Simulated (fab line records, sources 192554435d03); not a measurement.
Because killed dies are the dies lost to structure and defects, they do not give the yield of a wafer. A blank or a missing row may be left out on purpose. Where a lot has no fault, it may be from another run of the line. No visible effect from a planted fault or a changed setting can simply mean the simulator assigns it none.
Chamber matching    flow n5 finfet    4 sister chambers for N5_MIM_BOT_LITHO_DESCUM_10 on rie diel-04
The step chemistry O2, time 7.9 s. 8 wafers are shown with their chamber, then 7 later ones without.

## WAFERS WITH THEIR CHAMBER
wafer   chamber  showerhead plenum p Torr (Torr)  rf vpp V (V)
L953.4  3        1.96                             240.4
L958.1  3        1.96                             242.3
L958.2  2        2.04                             241.7
L958.5  0        1.96                             241.4
L966.4  2        2.03                             242.4
L966.5  1        2.13                             244.8
L968.1  1        2.13                             243.4
L968.3  0        2.21                             245.2

## WAFERS WITHOUT THEIR CHAMBER
wafer   showerhead plenum p Torr (Torr)  rf vpp V (V)
L968.4  2.03                             242.4
L971.4  2.13                             243.5
L971.5  2.21                             245.2
L971.6  2.21                             245.4
L973.1  2.21                             243.6
L973.2  2.03                             241.9
L973.4  2.21                             244.8

## EACH ONE'S CHAMBER
wafer   from the rows above                in truth
L968.4  can't be placed: 2 or 0 or 3 or 1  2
L971.4  can't be placed: 1 or 0 or 2 or 3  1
L971.5  can't be placed: 1 or 0 or 2       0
L971.6  can't be placed: 1 or 0 or 2       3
L973.1  can't be placed: 1 or 0 or 2       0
L973.2  can't be placed: 2 or 3 or 0 or 1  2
L973.4  can't be placed: 1 or 0 or 2       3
Placed correctly: 0 of 7. These rows do not allow placing 7 (true chamber among the candidates in 5). 0 placed wrongly.
How it was worked out, from the rows above alone: a wafer's distance from a chamber is the root of the sum, over the readings, of the square of ((its reading less the chamber's mean) divided by the reading's scatter). If the next closest chamber is less than 2 further off than the closest, the wafer can't be placed; otherwise it belongs to the closest. For every chamber, the mean is computed from those of its wafers that are shown. How the scatter is found: for the shown wafers, subtract from each reading the mean of its chamber, square and add these, divide the total by (wafers less chambers), then take the root.
